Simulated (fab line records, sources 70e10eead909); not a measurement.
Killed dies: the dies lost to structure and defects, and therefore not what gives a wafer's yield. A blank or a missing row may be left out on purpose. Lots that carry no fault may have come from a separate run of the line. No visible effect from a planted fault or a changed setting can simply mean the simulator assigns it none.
fab line records	flow nand-harc	part 1 of 2: steps 1 to 4 of 6
record lots=23	wafers=69	last-day=34
route steps=1302 shown A_STAIRCASE@670
lots with no fault: from the same line, run without faults
start-h: hours from the record's opening day to when the first of the lot's shown wafers began	wait-h: hours elapsed since this lot's preceding step	" repeats the value in the row above	L1.1+2: several wafers, shown together as one row	- either no value or no given start	* or withheld: withheld	< > ~ a bound
route shown NAME@n: names a module that has steps shown in the file, with the first one's number in the route	usual: average and standard deviation across the fault-free wafers	same: alike in all rows	chamber/n: place in a boat	sites: per-site readings	_std_site: standard deviation of those values	_edge_site: inner sites' mean taken away from outer sites' mean	radius-mm: for every site, how far away it sits from the centre of the wafer	mask NAME#n: copy n	behind: the most recent tool/chamber to have shaped the wafer	hold: the reason the lot was held/the length of the hold in hours/how it ended	device: the transistor (n, p or np) that didn't switch	end of line: the tests these same wafers got at the end of their route	where a step has no rows: the recipe by itself	killed: the dies lost at the first sort to structure and to defects; this is not the yield of the wafer	map: the dies of a wafer, with x for killed, . for not killed, _ for no die there
set.NAME: the run value of the setting; set.NAME@STEP: its run value at that earlier step	model.NAME: the simulator's own value behind a step, which no gauge read
one table for each step of the route and one row for each wafer, over a sample of lots
services: from which hour (start-h, from the record's first day; less than 0 if before it) a tool's chamber was out of use, for how many hours, and why
## steps
# step NHARC_A_STAIRCASE_TRIM_14
# recipe time-s=211.2	o2-flow-sccm=500	ar-flow-sccm=0	bias-w=0	chemistry=O2
# usual drypump-motor-current-A=5.8/0.31	oes-product-au=1.001/0.0088	rf-vpp-V=57.9/0.9	showerhead-plenum-p-Torr=3.57/0.14	throttle-valve-pct=17.036/0.0092
lot.wafer	tool	chamber	start-h	wait-h	drypump-motor-current-A	oes-product-au	rf-hours-counter-h	rf-vpp-V	showerhead-plenum-p-Torr	throttle-valve-pct
L074.2	rie-diel-09	2	-	-	6.5	0.993	8	57.2	3.55	17.044
L074.1	"	3	"	"	5.8	1.008	9	58.0	3.77	17.039
L074.5	"	3	"	"	5.8	0.999	-	58.5	3.77	17.026
L075.4	rie-diel-02	0	-	-	6.1	0.993	49	58.7	3.75	17.038
L075.5	"	3	"	"	5.3	1.004	-	59.4	3.66	17.024
L075.6	"	0	"	"	6.1	0.996	-	59.8	3.75	17.034
L077.4	rie-diel-02	2	-	-	5.8	0.993	50	57.8	3.45	17.024
L077.1	"	3	"	"	5.3	1.006	52	60.0	3.66	17.035
L077.5	"	1	"	"	5.7	0.994	-	57.5	3.37	17.035
L076.3	rie-diel-02	2	-	-	5.8	0.991	51	58.1	3.45	17.049
L076.4	"	0	"	"	6.1	0.999	51	58.6	3.75	17.034
L076.6	"	2	"	"	5.8	0.997	-	57.8	3.45	17.033
L079.1	rie-diel-09	2	-	-	6.5	0.995	18	58.6	3.54	17.026
L079.4	"	3	"	"	5.9	1.022	29	57.6	3.76	17.049
L079.5	"	1	"	"	5.9	1.010	-	58.6	3.44	17.027
L078.4	rie-diel-09	2	-	-	6.4	0.991	18	57.3	3.54	17.027
L078.6	"	1	"	"	5.9	1.002	-	57.8	3.44	17.023
L078.5	"	2	"	"	6.4	1.002	-	57.3	3.54	17.040
L081.3	rie-diel-02	0	-	-	6.2	1.004	5	58.0	3.74	17.050
L081.2	"	1	"	"	5.6	0.987	5	57.7	3.37	17.048
L081.6	"	0	"	"	6.1	1.012	-	59.1	3.74	17.034
L080.3	rie-diel-09	0	-	-	6.0	1.008	36	59.6	3.64	17.039
L080.6	"	2	"	"	6.5	0.995	-	59.4	3.54	17.009
L080.4	"	3	"	"	5.8	1.027	-	58.2	3.75	17.019
L082.3	rie-diel-09	3	-	-	5.9	1.014	44	57.8	3.75	17.020
L082.1	"	0	"	"	6.0	1.001	41	58.0	3.64	17.042
L082.5	"	2	"	"	6.4	0.992	-	56.5	3.53	17.035
L083.2	rie-diel-09	2	-	-	6.5	0.993	42	58.4	3.53	17.039
L083.1	"	3	"	"	5.8	1.015	49	58.5	3.75	17.040
L083.6	"	0	"	"	6.0	1.006	-	58.5	3.64	17.041
L084.2	rie-diel-02	3	-	-	5.2	0.998	15	58.8	3.64	17.058
L084.4	"	0	"	"	6.1	0.998	18	57.8	3.73	17.043
L084.3	"	2	"	"	5.8	1.004	16	57.1	3.44	17.045
L086.1	rie-diel-02	3	-	-	5.3	1.003	19	58.0	3.64	17.035
L086.6	"	0	"	"	6.1	1.002	-	59.5	3.73	17.031
L086.5	"	1	"	"	5.7	0.994	-	58.9	3.35	17.032
L085.2	rie-diel-12	2	-	-	5.7	1.013	6	58.4	3.61	17.034
L085.1	"	3	"	"	5.9	0.986	6	57.6	3.80	17.047
L085.4	"	0	"	"	5.7	1.009	6	58.3	3.55	17.010
L087.1	rie-diel-02	1	-	-	5.7	0.997	35	58.2	3.35	17.025
L087.5	"	1	"	"	5.6	1.003	-	57.3	3.35	17.038
L087.6	"	2	"	"	5.8	0.996	-	55.7	3.43	17.043
L089.2	rie-diel-02	1	-	-	5.6	1.011	39	57.0	3.35	17.051
L089.3	"	2	"	"	5.8	0.997	34	59.5	3.43	17.045
L089.5	"	3	"	"	5.3	1.005	-	57.5	3.63	17.038
L090.2	rie-diel-12	0	-	-	5.7	0.987	18	57.8	3.54	17.050
L090.1	"	1	"	"	5.9	1.003	21	57.9	3.56	17.022
L090.5	"	2	"	"	5.7	1.023	-	58.1	3.61	17.054
L091.4	rie-diel-02	1	-	-	5.7	0.987	45	57.2	3.34	17.044
L091.2	"	3	"	"	5.3	1.002	39	58.9	3.63	17.029
L091.5	"	1	"	"	5.7	0.998	-	57.6	3.34	17.037
L093.4	rie-diel-02	3	-	-	5.3	0.997	41	56.6	3.63	17.031
L093.1	"	1	"	"	5.7	0.999	48	56.9	3.34	17.044
L093.6	"	3	"	"	5.3	1.006	-	57.7	3.63	17.024
L092.1	rie-diel-02	1	-	-	5.7	0.990	48	57.8	3.34	17.038
L092.2	"	3	"	"	5.2	0.987	41	59.4	3.63	17.032
L092.3	"	0	"	"	6.1	1.004	47	58.1	3.71	17.035
L094.3	rie-diel-02	2	-	-	5.8	0.997	49	58.1	3.42	17.037
L094.4	"	3	"	"	5.3	0.993	46	57.2	3.63	17.036
L094.5	"	1	"	"	5.7	1.000	-	57.0	3.34	17.047
L095.4	rie-diel-09	1	-	-	5.9	1.000	18	57.4	3.42	17.056
L095.2	"	2	"	"	6.4	1.000	16	58.1	3.51	17.026
L095.6	"	1	"	"	5.9	1.000	-	58.8	3.42	17.040
L096.2	rie-diel-02	2	-	-	5.8	1.013	0	59.1	3.42	17.031
L096.4	"	3	"	"	5.3	0.986	0	58.2	3.63	17.034
L096.6	"	1	"	"	5.6	1.008	-	58.1	3.34	17.023
L097.5	rie-diel-12	3	-	-	5.9	0.990	-	58.6	3.78	17.023
L097.6	"	0	"	"	5.7	1.003	-	56.9	3.53	17.041
L097.4	"	2	"	"	5.6	1.011	-	58.0	3.59	17.025
# step NHARC_A_STAIRCASE_TRIM_187
# recipe time-s=211.2	o2-flow-sccm=500	ar-flow-sccm=0	bias-w=0	chemistry=O2
# usual drypump-motor-current-A=5.9/0.3	oes-product-au=1.002/0.01	rf-vpp-V=57.9/0.9	showerhead-plenum-p-Torr=3.58/0.13	throttle-valve-pct=17.036/0.0097
lot.wafer	tool	chamber	start-h	wait-h	drypump-motor-current-A	oes-product-au	rf-hours-counter-h	rf-vpp-V	showerhead-plenum-p-Torr	throttle-valve-pct
L074.1	rie-diel-02	2	352.66	0.1	5.8	0.992	42	57.8	3.45	17.045
L074.2	"	0	"	"	6.2	1.005	43	57.7	3.75	17.037
L074.5	"	2	"	"	5.8	0.998	-	57.6	3.45	17.030
L075.4	rie-diel-09	3	371.97	0.1	5.8	1.013	17	57.9	3.77	17.033
L075.5	"	2	"	"	6.4	0.995	-	57.3	3.55	17.041
L075.6	"	3	"	"	5.8	1.013	-	57.1	3.77	17.036
L077.4	rie-diel-02	0	379.55	0.1	6.1	1.001	52	58.3	3.74	17.035
L077.1	"	1	"	"	5.6	0.999	50	55.9	3.37	17.037
L077.5	"	3	"	"	5.3	1.014	-	59.0	3.66	17.055
L076.4	rie-diel-09	3	379.70	0.1	5.9	1.022	19	58.2	3.76	17.034
L076.3	"	1	"	"	5.9	1.004	10	56.8	3.44	17.032
L076.6	"	0	"	"	6.0	1.012	-	57.3	3.65	17.013
L079.1	rie-diel-09	3	404.55	0.1	5.9	1.014	30	57.9	3.76	17.038
L079.4	"	0	"	"	6.0	0.999	27	58.6	3.65	17.011
L079.5	"	3	"	"	5.8	1.025	-	59.1	3.76	17.050
L078.4	rie-diel-02	1	405.06	0.1	5.7	0.986	1	56.9	3.37	17.029
L078.6	"	3	"	"	5.3	0.994	-	58.2	3.65	17.024
L078.5	"	0	"	"	6.2	0.997	-	57.9	3.74	17.028
L081.2	rie-diel-09	3	424.01	0.1	5.8	1.012	40	57.8	3.75	17.024
L081.3	"	0	"	"	6.0	1.001	37	56.9	3.64	17.024
L081.6	"	3	"	"	5.8	1.011	-	57.4	3.75	17.012
L080.4	rie-diel-09	1	424.33	0.2	5.9	1.001	21	58.0	3.44	17.037
L080.3	"	3	"	"	5.9	1.018	40	59.0	3.75	17.042
L080.6	"	0	"	"	6.0	1.011	-	58.1	3.64	17.036
L082.3	rie-diel-09	1	447.79	0.1	5.9	1.009	27	59.0	3.43	17.042
L082.1	"	0	"	"	6.0	1.006	42	58.5	3.64	17.055
L082.5	"	1	"	"	5.9	1.018	-	56.9	3.43	17.054
L083.2	rie-diel-02	2	459.47	0.1	5.8	0.988	17	56.4	3.44	17.036
L083.1	"	3	"	"	5.3	0.991	16	58.6	3.64	17.028
L083.6	"	1	"	"	5.6	0.986	-	58.0	3.36	17.040
L084.2	rie-diel-09	2	459.61	0.1	6.5	1.007	43	57.3	3.53	17.051
L084.3	"	0	"	"	6.0	1.009	47	57.6	3.64	17.024
L084.4	"	1	"	"	5.9	1.012	34	58.0	3.43	17.025
L086.1	rie-diel-02	0	473.15	0.1	6.1	1.010	24	57.8	3.73	17.040
L086.6	"	0	"	"	6.1	1.005	-	58.7	3.73	17.041
L086.5	"	1	"	"	5.6	0.988	-	56.4	3.35	17.025
L085.1	rie-diel-12	0	477.85	0.1	5.7	0.998	8	58.5	3.55	17.023
L085.2	"	3	"	"	5.9	0.993	8	56.9	3.80	17.026
L085.4	"	0	"	"	5.7	1.008	-	56.8	3.55	17.042
L087.1	rie-diel-02	1	503.62	0.1	5.7	1.015	37	58.1	3.35	17.026
L087.5	"	1	"	"	5.7	1.011	-	56.2	3.35	17.031
L087.6	"	2	"	"	5.8	1.006	-	57.2	3.43	17.050
L089.3	rie-diel-02	2	509.41	0.1	5.8	0.996	35	58.5	3.43	17.049
L089.2	"	0	"	"	6.1	0.991	40	58.1	3.72	17.023
L089.5	"	2	"	"	5.8	1.002	-	57.3	3.43	17.028
L090.2	rie-diel-02	2	518.31	0.1	5.8	0.993	37	57.7	3.43	17.040
L090.1	"	3	"	"	5.3	1.007	36	58.5	3.63	17.045
L090.5	"	1	"	"	5.7	0.987	-	56.4	3.35	17.040
L091.2	rie-diel-09	1	531.64	0.1	5.9	0.999	11	58.0	3.42	17.046
L091.4	"	2	"	"	6.5	1.027	9	58.4	3.52	17.037
L091.5	"	0	"	"	6.0	1.011	-	55.4	3.63	17.033
L093.4	rie-diel-02	0	539.29	0.1	6.2	0.996	48	59.0	3.71	17.030
L093.1	"	1	"	"	5.6	0.995	49	57.6	3.34	17.043
L093.6	"	3	"	"	5.3	0.997	-	58.6	3.63	17.030
L092.2	rie-diel-12	0	539.58	0.1	5.7	1.000	30	58.2	3.54	17.039
L092.1	"	1	"	"	5.9	0.998	32	58.7	3.55	17.039
L092.3	"	2	"	"	5.7	1.007	24	59.8	3.60	17.033
L094.3	rie-diel-12	1	557.36	0.1	5.9	0.982	38	57.1	3.55	17.058
L094.4	"	2	"	"	5.7	1.001	32	57.9	3.60	17.038
L094.5	"	2	"	"	5.6	0.989	-	58.4	3.60	17.032
L095.2	rie-diel-09	2	568.96	0.1	6.4	1.006	17	57.9	3.51	17.041
L095.4	"	2	"	"	6.4	1.006	-	57.3	3.51	17.014
L095.6	"	3	"	"	5.8	1.002	-	57.4	3.73	17.048
L096.2	rie-diel-12	3	584.51	0.1	5.9	0.985	44	59.0	3.78	17.035
L096.4	"	0	"	"	5.7	1.005	-	58.2	3.53	17.058
L096.6	"	2	"	"	5.7	1.013	-	56.9	3.59	17.019
L097.4	rie-diel-02	0	584.88	0.1	6.1	0.992	1	57.3	3.71	17.032
L097.5	"	2	"	"	5.8	1.015	-	57.4	3.42	17.046
L097.6	"	3	"	"	5.3	0.992	-	56.6	3.62	17.032
# step NHARC_A_STAIRCASE_ETCH_188
# recipe target-depth-a=1000	time-s=40.5	ion-energy-ev=400	c4f8-flow-sccm=20	o2-flow-sccm=10	ar-flow-sccm=withheld	rf-w=600	bias-w=1000	chemistry=C4F8/O2
# usual oes-product-au=0.941/0.012	rf-vpp-V=898/5
lot.wafer	tool	chamber	start-h	wait-h	oes-product-au	rf-hours-counter-h	rf-vpp-V
L074.1	rie-diel-02	3	-	-	0.965	43	901
L074.2	"	0	"	"	0.948	43	905
L074.5	"	2	"	"	0.926	-	892
L075.4	rie-diel-09	2	-	-	0.940	14	898
L075.5	"	3	"	"	0.939	-	905
L075.6	"	0	"	"	0.945	-	900
L077.1	rie-diel-02	2	-	-	0.957	52	893
L077.4	"	3	"	"	0.965	53	902
L077.5	"	0	"	"	0.960	-	903
L076.3	rie-diel-09	1	-	-	0.937	10	892
L076.4	"	2	"	"	0.923	17	897
L076.6	"	1	"	"	0.938	-	891
L079.1	rie-diel-09	2	-	-	0.921	20	896
L079.4	"	3	"	"	0.940	-	904
L079.5	"	0	"	"	0.927	-	901
L078.4	rie-diel-02	3	-	-	0.932	1	900
L078.6	"	0	"	"	0.936	-	904
L078.5	"	1	"	"	0.929	-	891
L081.3	rie-diel-09	2	-	-	0.931	30	896
L081.2	"	1	"	"	0.949	21	893
L081.6	"	3	"	"	0.943	-	902
L080.3	rie-diel-09	1	-	-	0.924	22	893
L080.4	"	2	"	"	0.927	30	895
L080.6	"	0	"	"	0.921	-	900
L082.3	rie-diel-09	0	-	-	0.937	42	900
L082.1	"	1	"	"	0.931	27	894
L082.5	"	3	"	"	0.946	-	905
L083.1	rie-diel-02	1	-	-	0.934	20	890
L083.2	"	3	"	"	0.963	16	899
L083.6	"	2	"	"	0.941	-	892
L084.4	rie-diel-09	3	-	-	0.963	50	904
L084.2	"	0	"	"	0.944	47	900
L084.3	"	1	"	"	0.956	34	892
L086.1	rie-diel-02	0	-	-	0.942	25	902
L086.6	"	3	"	"	0.939	-	900
L086.5	"	0	"	"	0.943	-	904
L085.2	rie-diel-12	0	-	-	0.926	8	897
L085.1	"	1	"	"	0.930	10	898
L085.4	"	3	"	"	0.915	-	906
L087.1	rie-diel-02	1	-	-	0.925	37	890
L087.5	"	0	"	"	0.939	-	903
L087.6	"	1	"	"	0.927	-	890
L089.3	rie-diel-02	2	-	-	0.945	35	892
L089.2	"	3	"	"	0.950	34	899
L089.5	"	1	"	"	0.942	-	889
L090.1	rie-diel-02	3	-	-	0.946	36	900
L090.2	"	2	"	"	0.939	37	893
L090.5	"	3	"	"	0.942	-	899
L091.4	rie-diel-09	3	-	-	0.940	9	904
L091.2	"	0	"	"	0.923	8	900
L091.5	"	2	"	"	0.929	-	896
L093.1	rie-diel-02	3	-	-	0.941	42	899
L093.4	"	0	"	"	0.946	48	903
L093.6	"	2	"	"	0.954	-	892
L092.1	rie-diel-12	2	-	-	0.975	24	898
L092.3	"	3	"	"	0.939	24	904
L092.2	"	0	"	"	0.953	30	897
L094.3	rie-diel-12	3	-	-	0.927	32	905
L094.4	"	0	"	"	0.940	36	896
L094.5	"	3	"	"	0.918	-	906
L095.2	rie-diel-09	1	-	-	0.937	19	893
L095.6	"	1	"	"	0.934	-	892
L095.4	"	2	"	"	0.935	-	896
L096.2	rie-diel-12	0	-	-	0.943	47	896
L096.4	"	2	"	"	0.945	-	898
L096.6	"	3	"	"	0.928	-	905
L097.4	rie-diel-02	0	-	-	0.959	1	901
L097.5	"	3	"	"	0.946	-	899
L097.6	"	0	"	"	0.955	-	902
# step NHARC_A_STAIRCASE_TRIM_189
# recipe time-s=211.2	o2-flow-sccm=500	ar-flow-sccm=0	bias-w=0	chemistry=O2
# usual drypump-motor-current-A=5.84/0.28	oes-product-au=1.002/0.0098	rf-vpp-V=58.0/0.93	showerhead-plenum-p-Torr=3.58/0.14	throttle-valve-pct=17.037/0.0093
lot.wafer	tool	chamber	start-h	wait-h	drypump-motor-current-A	oes-product-au	rf-hours-counter-h	rf-vpp-V	showerhead-plenum-p-Torr	throttle-valve-pct
L074.2	rie-diel-02	2	-	-	5.75	1.000	42	57.1	3.45	17.033
L074.1	"	3	"	"	5.26	1.013	43	58.4	3.66	17.029
L074.5	"	3	"	"	5.28	1.028	-	58.3	3.66	17.039
L075.4	rie-diel-09	2	-	-	6.48	1.007	14	57.5	3.55	17.046
L075.5	"	3	"	"	5.82	1.017	-	58.6	3.77	17.033
L075.6	"	0	"	"	5.99	1.010	-	57.9	3.66	17.056
L077.1	rie-diel-02	1	-	-	5.63	1.006	50	58.1	3.37	17.022
L077.4	"	2	"	"	5.77	0.986	52	58.2	3.45	17.048
L077.5	"	3	"	"	5.27	1.016	-	58.5	3.66	17.021
L076.4	rie-diel-09	0	-	-	5.97	1.008	17	58.8	3.65	17.036
L076.3	"	1	"	"	5.89	1.005	10	58.3	3.44	17.030
L076.6	"	3	"	"	5.86	1.010	-	58.5	3.76	17.043
L079.1	rie-diel-09	2	-	-	6.42	0.997	20	58.2	3.54	17.032
L079.4	"	2	"	"	6.43	0.989	-	58.6	3.54	17.030
L079.5	"	3	"	"	5.86	1.012	-	58.2	3.76	17.030
L078.4	rie-diel-02	2	-	-	5.77	0.990	1	57.4	3.44	17.048
L078.6	"	1	"	"	5.64	0.993	-	57.1	3.37	17.038
L078.5	"	2	"	"	5.77	0.987	-	58.1	3.44	17.029
L081.3	rie-diel-09	3	-	-	5.87	1.009	40	58.4	3.75	17.032
L081.2	"	2	"	"	6.43	0.982	30	56.0	3.54	17.038
L081.6	"	0	"	"	5.98	1.016	-	58.2	3.64	17.044
L080.3	rie-diel-09	0	-	-	5.97	0.998	38	57.7	3.64	17.040
L080.4	"	3	"	"	5.88	1.018	41	57.5	3.75	17.038
L080.6	"	1	"	"	5.91	1.005	-	57.5	3.44	17.055
L082.1	rie-diel-09	0	-	-	5.95	1.011	42	57.4	3.64	17.050
L082.3	"	2	"	"	6.51	1.004	36	58.0	3.53	17.024
L082.5	"	3	"	"	5.85	1.012	-	57.4	3.75	17.021
L083.1	rie-diel-02	3	-	-	5.27	1.001	16	59.7	3.64	17.052
L083.2	"	0	"	"	6.13	1.007	19	59.0	3.73	17.043
L083.6	"	3	"	"	5.25	1.006	-	58.2	3.64	17.019
L084.3	rie-diel-09	3	-	-	5.85	1.024	50	58.1	3.75	17.043
L084.2	"	0	"	"	6.01	0.997	47	58.8	3.64	17.037
L084.4	"	2	"	"	6.46	0.999	43	58.0	3.53	17.038
L086.1	rie-diel-02	2	-	-	5.77	0.994	23	57.1	3.43	17.039
L086.6	"	0	"	"	6.11	1.001	-	57.7	3.73	17.030
L086.5	"	1	"	"	5.66	1.000	-	55.8	3.35	17.055
L085.1	rie-diel-12	3	-	-	5.88	0.996	8	58.8	3.80	17.039
L085.2	"	0	"	"	5.71	1.005	8	58.0	3.55	17.039
L085.4	"	0	"	"	5.72	1.001	-	57.0	3.55	17.048
L087.1	rie-diel-02	1	-	-	5.67	1.002	39	59.3	3.35	17.027
L087.5	"	1	"	"	5.66	0.998	-	57.0	3.35	17.037
L087.6	"	2	"	"	5.78	1.015	-	55.9	3.43	17.029
L089.2	rie-diel-02	2	-	-	5.78	1.004	35	59.1	3.43	17.039
L089.3	"	0	"	"	6.12	1.003	40	58.9	3.72	17.041
L089.5	"	2	"	"	5.78	1.011	-	59.2	3.43	17.035
L090.1	rie-diel-02	0	-	-	6.14	0.997	42	57.0	3.72	17.032
L090.2	"	1	"	"	5.64	1.003	43	58.2	3.35	17.038
L090.5	"	2	"	"	5.78	1.002	-	57.0	3.43	17.018
L091.2	rie-diel-09	3	-	-	5.83	0.998	9	59.6	3.73	17.056
L091.4	"	0	"	"	5.99	1.000	8	58.7	3.63	17.036
L091.5	"	0	"	"	6.01	1.003	-	58.5	3.63	17.045
L093.4	rie-diel-02	0	-	-	6.16	1.004	48	58.9	3.71	17.058
L093.1	"	2	"	"	5.83	1.000	43	57.1	3.42	17.040
L093.6	"	3	"	"	5.25	1.001	-	58.9	3.63	17.032
L092.1	rie-diel-12	3	-	-	5.91	0.986	24	58.2	3.79	17.031
L092.2	"	0	"	"	5.72	1.003	30	57.5	3.54	17.035
L092.3	"	1	"	"	5.85	0.990	32	57.8	3.55	17.047
L094.3	rie-diel-12	1	-	-	5.88	0.990	38	56.4	3.55	17.038
L094.4	"	3	"	"	5.88	0.972	32	59.1	3.79	17.049
L094.5	"	1	"	"	5.86	1.004	-	57.7	3.55	17.035
L095.2	rie-diel-09	3	-	-	5.83	1.016	18	58.2	3.73	17.036
L095.6	"	2	"	"	6.46	1.000	-	56.3	3.51	17.034
L095.4	"	3	"	"	5.85	1.007	-	57.4	3.73	17.048
L096.2	rie-diel-12	0	-	-	5.72	1.002	47	58.3	3.53	17.019
L096.6	"	3	"	"	5.90	0.984	-	59.3	3.78	17.046
L096.4	"	0	"	"	5.71	0.986	-	59.2	3.53	17.039
L097.4	rie-diel-02	2	-	-	5.80	1.023	1	59.0	3.42	17.027
L097.6	"	1	"	"	5.68	1.017	-	57.1	3.34	17.048
L097.5	"	2	"	"	5.78	1.024	-	57.8	3.42	17.040
